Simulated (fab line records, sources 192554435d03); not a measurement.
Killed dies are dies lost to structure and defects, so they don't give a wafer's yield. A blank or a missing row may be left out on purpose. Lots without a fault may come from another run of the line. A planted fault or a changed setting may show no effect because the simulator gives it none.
A struck lot beside a sound one | flow n5_finfet | 25 steps out of a route of 1938
Sound: wafers L580.2, L580.4, L580.6. Struck: wafers L597.4, L597.5. The cause comes at the end.
At each step with rows: each side's tool, then ch and its chambers, then its first start. Under that, the readings that differ: sound wafers | struck wafers | difference of the means | sigmas: that difference in standard deviations of wafers without a fault.
alike: readings whose means differ by less than 2 such deviations, and words and numbers that are the same on both sides. not compared: withheld readings, readings that some wafer has no value for, bounds like >300 that may hide the same value, and numbers for which the record gives no deviation and whose values overlap.
The two part at a step that has a row with sigmas, a row that says differs or no value, or rows on one side only. Numbers that don't overlap but have no deviation are shown without sigmas and don't part them. A reading that every wafer of one side lacks parts them only if that side has two wafers or more.

first, 11 steps without rows for these wafers: N5_BEOL_M15_VIA_ETCH_16 (etches SiO2 in C4F8/O2/Ar, target depth 1792.2 nm); N5_BEOL_M15_STRIP_63 (strips in O2); N5_BEOL_M15_STRIP_64 (strips in O2); N5_BEOL_M15_STRIP_65 (strips in post etch residue remover, time 60 s); N5_BEOL_M15_SRD_66 (time 30 s, dry time 30 s); N5_BEOL_M15_COAT_56 (time 60 s, resist thk 550 nm); N5_BEOL_M15_ETCH_57 (etches SOC in N2/H2, time 750 s); N5_BEOL_M15_COAT_60 (time 60 s, resist thk 89 nm); N5_BEOL_M15_COAT_22 (resist thk 800 nm); N5_BEOL_M15_EBR_24; N5_BEOL_M15_SOFTBAKE_23 (time 60 s).
N5_BEOL_M15_EXPOSE_25: exposes mask M15, target cd 400 nm.
  sound on krf_scanner-01 ch 0, day 12 02:51; struck on krf_scanner-01 ch 0, day 16 12:43
  reading              | sound             | struck      | difference | sigmas
  exposure_dose_mJ_cm2 | 35.46 35.50 35.51 | 32.82 32.88 | -2.64      | -78
  alike: mask
then, 3 steps without rows for these wafers: N5_BEOL_M15_PEB_26 (peb time 90 s); N5_BEOL_M15_DEVELOP_27 (develop time 45 s); N5_BEOL_M15_HARDBAKE_32 (time 120 s).
N5_BEOL_M15_CD_MEAS_28: target cd 407.6 nm.
  sound on cd_sem-02 ch 0, day 12 03:01; struck on cd_sem-01 ch 0, day 16 12:52
  reading    | sound             | struck      | difference | sigmas
  cd_nm (nm) | 407.5 406.9 408.6 | 394.2 396.4 | -12.4      | -8
N5_BEOL_M15_DESCUM_33: chemistry O2, time 7.9 s.
  sound on rie_diel-01 ch 0,1, day 12 03:14; struck on rie_diel-06 ch 2,3, day 16 13:05
  reading                   | sound           | struck      | difference | sigmas
  model.BEOL_M15.cd_nm (nm) | 407 406.8 408.6 | 394.2 396.4 | -12.2      |
  alike: chamber_pressure_mTorr, drypump_motor_current_A, oes_product_au, rf_vpp_V, showerhead_plenum_p_Torr, throttle_valve_pct
  not compared: rf_hours_counter_h
then, 5 steps without rows for these wafers: N5_BEOL_M15_ETCH_61 (etches BARC in N2/H2, target depth 89 nm, overetch 26.7 nm, time 67.9 s); N5_BEOL_M15_TRENCH_ETCH_34 (etches SiO2 in C4F8/O2/Ar, target depth 872.93 nm, time 199 s); N5_BEOL_M15_STRIP_36 (strips in O2); N5_BEOL_M15_STRIP_62 (strips in O2); N5_BEOL_M15_STRIP_37 (strips in O2).
N5_BEOL_M15_ETCH_38: etches SiCN in CF4/N2, target depth 106.4 nm, time 120.5 s.
  sound on rie_diel-04 ch 0,1,2; struck on rie_diel-06 ch 1,3
  reading                   | sound           | struck      | difference | sigmas
  model.BEOL_M15.cd_nm (nm) | 399.4 399 400.8 | 385.4 388.6 | -12.7      |
  alike: chamber_pressure_mTorr, drypump_motor_current_A, oes_product_au, rf_vpp_V, showerhead_plenum_p_Torr, throttle_valve_pct
  not compared: rf_hours_counter_h
then, 1 step without rows for these wafers: N5_BEOL_M15_PRECLEAN_39 (cleans in residue remover, time 60 s).
N5_PASSIVATION_PROBE_49:
  sound on prober-01, day 12 21:28; struck on prober-02, day 17 10:28
  alike: defect_limited_yield, killed_at_M0_to_M3, killed_at_M4_up, killed_at_contacts, killed_at_front_end, killed_at_other, killed_dies, killed_open, killed_short, sort_bin_5_function, sort_bin_6_memory, sort_n_pass, sort_yield_pct

WHERE THEY PART
First at N5_BEOL_M15_EXPOSE_25; last, within this record, at N5_BEOL_M15_CD_MEAS_28. Later steps at which nothing parts them and some readings are alike: N5_BEOL_M15_DESCUM_33, N5_BEOL_M15_ETCH_38, N5_PASSIVATION_PROBE_49.

WHY: what the simulator had put in
Process parameter drift: krf_scanner-01, from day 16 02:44 on, at N5_BEOL_M15_EXPOSE_25. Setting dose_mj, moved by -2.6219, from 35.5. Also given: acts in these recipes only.
